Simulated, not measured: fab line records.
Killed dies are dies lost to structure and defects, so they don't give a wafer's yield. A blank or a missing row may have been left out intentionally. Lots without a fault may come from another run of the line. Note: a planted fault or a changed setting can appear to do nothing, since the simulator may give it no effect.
Which tool was responsible? ; flow nandHarc ; Sampling: 24 lots, 72 wafers, 5 of 1302 route steps

WHAT THE GAUGES READ, wafer by wafer
NHARC_A_CONTACT_CD_MEAS_69: the cd target is 300 nm. Usual: cdNm reads 300.0 nm (standard deviation 0.51).
lot;measured;on;cdNm (nm);flag
L074;day 21 23:49;cdSem-03;299.7 300.2 300.0;
L075;day 22 00:17;cdSem-03;299.1 299.3 299.3;
L076;day 23 06:17;cdSem-03;299.3 299.9 300.2;
L078;day 23 09:07;cdSem-02;300.0 299.5 300.3;
L077;day 23 15:41;cdSem-01;300.4 299.7 300.2;
L079;day 24 00:38;cdSem-03;299.8 300.3 300.9;
L081;day 24 21:41;cdSem-01;300.1 299.6 299.8;
L082;day 25 02:40;cdSem-02;300.4 299.3 300.2;
L080;day 25 03:09;cdSem-02;299.5 299.4 300.1;
L083;day 25 16:07;cdSem-01;299.7 299.7 300.6;
L085;day 26 18:10;cdSem-02;299.9 300.4 299.7;
L086;day 27 11:24;cdSem-01;299.9 300.4 300.6;
L087;day 27 10:38;cdSem-01;300.2 300.5 300.8;
L084;day 27 09:59;cdSem-01;300.1 299.8 300.1;
L088;day 28 14:13;cdSem-01;299.8 300.1 299.6;
L090;day 28 10:11;cdSem-02;300.2 299.9 299.7;
L091;day 28 06:57;cdSem-02;299.6 299.8 299.3;
L089;day 29 04:08;cdSem-03;299.9 299.9 300.1;
L092;day 29 10:31;cdSem-01;299.8 300.8 300.5;
L094;day 30 08:40;cdSem-03;300.4 300.8 300.3;
L093;day 30 08:17;cdSem-02;299.9 299.9 299.7;
L095;day 30 20:08;cdSem-03;299.7 300.0 299.4;
L096;day 31 04:26;cdSem-03;300.6 300.6 300.2;
L097;day 31 16:10;cdSem-03;299.6 299.4 299.8;

WHAT TOOL EACH LOT RAN ON (gives the tool, then ch and the chambers of the sampled wafers, and finally the start)
lot;NHARC_A_WL_FILL_ALD_00;NHARC_A_CONTACT_ETCH_114;NHARC_A_CONTACT_ETCH_119;NHARC_A_CONTACT_ETCH_123
L074;aldHk-03 ch 0,3, day 20 04:37;harCapEtch-02 ch 0,1, day 21 15:42;harCapEtch-02 ch 0,1, day 21 16:34;harCapEtch-02 ch 0,1, day 21 17:22
L075;aldHk-03 ch 0,1,2, day 20 05:04;harCapEtch-03 ch 0,1, day 21 15:50;harCapEtch-03 ch 0,1, day 21 16:42;harCapEtch-03 ch 0,1, day 21 17:26
L076;aldHk-03 ch 0,1,3, day 21 12:15;harCapEtch-01 ch 0,1, day 22 21:00;harCapEtch-01 ch 0,1, day 22 21:52;harCapEtch-01 ch 0,1, day 22 22:36
L078;aldHk-03 ch 0,1,2, day 21 16:56;harCapEtch-03 ch 0,1, day 23 01:00;harCapEtch-03 ch 0,1, day 23 01:51;harCapEtch-03 ch 0,1, day 23 02:32
L077;aldHk-04 ch 0,3, day 21 17:06;harCapEtch-02 ch 0,1, day 23 06:53;harCapEtch-02 ch 0,1, day 23 07:44;harCapEtch-02 ch 0,1, day 23 08:32
L079;aldHk-03 ch 0,1,2, day 22 05:50;harCapEtch-02 ch 0,1, day 23 15:25;harCapEtch-02 ch 0,1, day 23 16:33;harCapEtch-02 ch 0,1, day 23 17:28
L081;aldHk-04 ch 1,2,3, day 23 06:09;harCapEtch-02 ch 0,1, day 24 13:56;harCapEtch-02 ch 0,1, day 24 14:47;harCapEtch-02 ch 0,1, day 24 15:32
L082;aldHk-03 ch 0,1,2, day 23 14:18;harCapEtch-03 ch 0,1, day 24 17:11;harCapEtch-03 ch 0,1, day 24 18:03;harCapEtch-03 ch 0,1, day 24 18:47
L080;aldHk-02 ch 0,1,2, day 23 14:21;harCapEtch-01 ch 0,1, day 24 17:17;harCapEtch-01 ch 0,1, day 24 18:08;harCapEtch-01 ch 0,1, day 24 18:50
L083;aldHk-04 ch 0,2,3, day 23 23:20;harCapEtch-02 ch 0,1, day 25 06:55;harCapEtch-02 ch 0,1, day 25 07:46;harCapEtch-02 ch 0,1, day 25 08:30
L085;aldHk-04 ch 0,2,3, day 24 21:52;harCapEtch-02 ch 0,1, day 26 08:59;harCapEtch-02 ch 0,1, day 26 10:31;harCapEtch-02 ch 0,1, day 26 11:49
L086;aldHk-03 ch 0,3, day 25 19:55;harCapEtch-03 ch 0,1, day 27 02:27;harCapEtch-03 ch 0,1, day 27 03:35;harCapEtch-03 ch 0,1, day 27 04:30
L087;aldHk-02 ch 0,3, day 25 19:56;harCapEtch-02 ch 0,1, day 27 02:11;harCapEtch-02 ch 0,1, day 27 03:19;harCapEtch-02 ch 0,1, day 27 04:13
L084;aldHk-03 ch 0,3, day 25 23:38;harCapEtch-01 ch 0,1, day 27 01:11;harCapEtch-01 ch 0,1, day 27 02:20;harCapEtch-01 ch 0,1, day 27 03:15
L088;aldHk-02 ch 1,2,3, day 26 14:53;harCapEtch-01 ch 0,1, day 28 00:25;harCapEtch-01 ch 0,1, day 28 01:16;harCapEtch-01 ch 0,1, day 28 01:56
L090;aldHk-03 ch 0,3, day 26 14:54;harCapEtch-03 ch 0,1, day 27 22:59;harCapEtch-03 ch 0,1, day 27 23:50;harCapEtch-03 ch 0,1, day 28 00:31
L091;aldHk-02 ch 0,1,3, day 26 18:38;harCapEtch-02 ch 0,1, day 27 21:35;harCapEtch-02 ch 0,1, day 27 22:26;harCapEtch-02 ch 0,1, day 27 23:14
L089;aldHk-03 ch 0,2,3, day 27 04:41;harCapEtch-01 ch 0,1, day 28 16:22;harCapEtch-01 ch 0,1, day 28 17:13;harCapEtch-01 ch 0,1, day 28 18:01
L092;aldHk-02 ch 0,1,3, day 27 19:57;harCapEtch-02 ch 1, day 29 02:20;harCapEtch-02 ch 1, day 29 03:11;harCapEtch-02 ch 1, day 29 03:52
L094;aldHk-04 ch 0,2,3, day 28 22:17;harCapEtch-02 ch 0,1, day 30 00:46;harCapEtch-02 ch 0,1, day 30 01:37;harCapEtch-02 ch 0,1, day 30 02:18
L093;aldHk-02 ch 0,1,2, day 28 22:20;harCapEtch-01 ch 0,1, day 30 00:32;harCapEtch-01 ch 0,1, day 30 01:23;harCapEtch-01 ch 0,1, day 30 02:15
L095;aldHk-02 ch 1,2,3, day 29 02:43;harCapEtch-03 ch 0, day 30 05:47;harCapEtch-03 ch 0, day 30 06:38;harCapEtch-03 ch 0, day 30 07:23
L096;aldHk-04 ch 1,2,3, day 29 16:08;harCapEtch-01 ch 0,1, day 30 20:37;harCapEtch-01 ch 0,1, day 30 21:44;harCapEtch-01 ch 0,1, day 30 22:32
L097;aldHk-03 ch 0,1,3, day 29 21:50;harCapEtch-02 ch 0,1, day 31 04:53;harCapEtch-02 ch 0,1, day 31 06:02;harCapEtch-02 ch 0,1, day 31 06:57
- NHARC_A_WL_FILL_ALD_00: deposits Al2O3, target thk 3 nm, pulse time 3 s, ald cycles 30.
- NHARC_A_CONTACT_ETCH_114: etches the open film in C4F8/O2/Ar, time 190 s, target depth 1850 nm.
- NHARC_A_CONTACT_ETCH_119: etches the open film in C4F8/O2/Ar, time 190 s, target depth 1850 nm.
- NHARC_A_CONTACT_ETCH_123: etches the open film in C4F8/O2/Ar, time 490 s, target depth 2110 nm.

AS READ BY THE TOOLS THEMSELVES (means over the sampled wafers that have a number; for cases with no such wafer, the mark the record gives instead)
NHARC_A_WL_FILL_ALD_00. Usual: heaterPowerW 463 W, standard deviation 56; precursorPulseHeightRel 1.000, standard deviation 0.021.
lot;tool;heaterPowerW (W);precursorPulseHeightRel;flag
L074;aldHk-03;400;0.996;
L075;aldHk-03;464;0.985;
L076;aldHk-03;442;1.000;
L078;aldHk-03;467;0.992;
L077;aldHk-04;492;0.974;
L079;aldHk-03;465;1.012;
L081;aldHk-04;460;1.004;
L082;aldHk-03;468;1.005;
L080;aldHk-02;482;1.006;
L083;aldHk-04;456;1.011;
L085;aldHk-04;451;1.013;
L086;aldHk-03;394;1.007;
L087;aldHk-02;538;1.012;
L084;aldHk-03;429;1.004;
L088;aldHk-02;480;0.978;
L090;aldHk-03;395;1.014;
L091;aldHk-02;521;0.991;
L089;aldHk-03;425;0.987;
L092;aldHk-02;524;1.001;
L094;aldHk-04;469;1.002;
L093;aldHk-02;480;0.988;
L095;aldHk-02;485;1.025;
L096;aldHk-04;451;1.012;
L097;aldHk-03;444;0.982;

THE ANSWER, worked out from the rows above alone
Rule: a lot is off if the mean of its wafers that have a number lies more than 3 standard deviations from the usual mean. A lot without any number at a reading at which 4 lots or more have one is off too. Where the step has rows for the other lots, those lots are counted as sound. After the gauges, taken in route order, come the tools' own readings; for these a lot's mean is taken, as printed above. At the first step where some lot is off, the reading lying furthest off is the one used; lots without a number count as furthest.
Nothing can be told from this: no lot is off at any reading shown.

WHAT THE SIMULATOR HAD PUT IN
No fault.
